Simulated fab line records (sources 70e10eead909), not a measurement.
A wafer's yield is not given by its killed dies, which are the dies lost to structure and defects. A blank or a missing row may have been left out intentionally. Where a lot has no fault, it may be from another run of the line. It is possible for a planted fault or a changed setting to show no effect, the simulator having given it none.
A lot that was struck, set against a sound lot	flow nand_harc	14 out of 1302 route steps
Sound: wafers L755.2, L755.4, L755.6. Struck: wafer L761.1. (L761.4, L761.6 of the same lot were not struck and are left out.) The cause comes at the end.
For every step that has rows: the tool of each side, followed by ch and its chambers, followed by its first start. Under that, the readings that differ: sound wafers	struck wafers	difference of the means	sigmas: that difference in standard deviations of wafers without a fault.
alike: same words and numbers on both sides, and readings whose means sit less than 2 such deviations apart. not compared: any withheld reading, any reading some wafer has no value for, any bound like >300 that may hide the same value, and any number with overlapping values for which the record gives no deviation.
A row with sigmas, a row that says differs or no value, or rows on one side alone: a step with any of these is where the two part. Non-overlapping numbers with no deviation appear without sigmas and do not part them. A reading missing from all wafers of one side parts the sides only when that side holds two or more wafers.

NHARC_A_WL_FILL_ALD_10: deposits SiO2, target thk 50 nm, pulse time 10 s, ald cycles 500.
  sound on ald_hk-04 ch 0,2,3, day 21 10:33; struck on ald_hk-01 ch 0, day 24 06:20
  alike: heater_power_w, precursor_pulse_height_rel
NHARC_A_WL_FILL_ETCHBACK_16: etches the open film in C4F8/O2/Ar, target depth 120 nm, time 24 s.
  sound: rie_diel-12 ch 0,1; struck: rie_diel-13 ch 3
  alike: oes_product_au, rf_vpp_V
  not compared: rf_hours_counter_h
NHARC_A_WL_FILL_STRIP_29: strips in O2, time 20 s.
  sound on rie_diel-12 ch 0,1,2, day 21 14:46; struck on rie_diel-13 ch 0, day 24 10:34
reading	sound	struck	difference	sigmas
drypump_motor_current_A (A)	5.8 5.6 5.7	4.9	-0.8	-2
  alike: oes_product_au, rf_vpp_V, showerhead_plenum_p_Torr, throttle_valve_pct
  not compared: rf_hours_counter_h
then, 4 steps without rows for these wafers: NHARC_A_WL_FILL_ETCHBACK_17 (etches the open film in Cl2/BCl3, target depth 4 nm, time 26.7 s); NHARC_A_WL_FILL_PRECLEAN_18 (cleans in dHF, time 30 s); NHARC_A_WL_FILL_SRD_21; NHARC_A_WL_FILL_CVD_23 (deposits poly-Si, target thk 40 nm, time 800 s).
NHARC_A_WL_FILL_ETCHBACK_26: etches the open film in HBr, target depth 52 nm, time 13.3 s.
  sound on rie_si-06 ch 0,2,3, day 21 20:00; struck on rie_si-02 ch 3, day 24 15:53
reading	sound	struck	difference	sigmas
throttle_valve_pct (%)	23.274 23.280 23.254	23.288	+0.019	+2
  alike: drypump_motor_current_A, oes_product_au
  not compared: rf_hours_counter_h
then, 2 steps without rows for these wafers: NHARC_A_WL_FILL_PRECLEAN_30 (cleans in dHF, time 10 s); NHARC_A_WL_FILL_SRD_14.
NHARC_A_WL_FILL_ALD_19: deposits TiN, target thk 2 nm, pulse time 3 s, ald cycles 100.
  sound on ald_metal-03 ch 0,3, day 21 20:16; struck on ald_metal-02 ch 0, day 24 16:08
  alike: heater_power_w, precursor_pulse_height_rel
NHARC_A_WL_FILL_CVD_20: deposits W, target thk 100 nm, time 74 s.
  sound on cvd_w-01 ch 0,1, day 21 20:29; struck on cvd_w-02 ch 1, day 24 16:20
reading	sound	struck	difference	sigmas
throttle_valve_pct (%)	7.9 8.5 8.5	6.7	-1.6	-3
  alike: heater_power_w
NHARC_A_WL_FILL_CMP_12: polishes, t overpolish 30 s, target thk 100 nm.
  sound on cmp-01 ch 0,2,3, day 21 20:38; struck on cmp-02 ch 1, day 24 16:31
reading	sound	struck	difference	sigmas
time_to_endpoint_s (s)	18.3 22.3 19.1	10.5	-9.4	-4
  alike: motor_current_A, overpolish_run_s
following that, these wafers have no rows for 1 step: NHARC_END_SORT_01.

## WHERE THEY PART
At NHARC_A_WL_FILL_STRIP_29 first; at NHARC_A_WL_FILL_CMP_12 last (within this record only).

WHY: what the simulator had put in
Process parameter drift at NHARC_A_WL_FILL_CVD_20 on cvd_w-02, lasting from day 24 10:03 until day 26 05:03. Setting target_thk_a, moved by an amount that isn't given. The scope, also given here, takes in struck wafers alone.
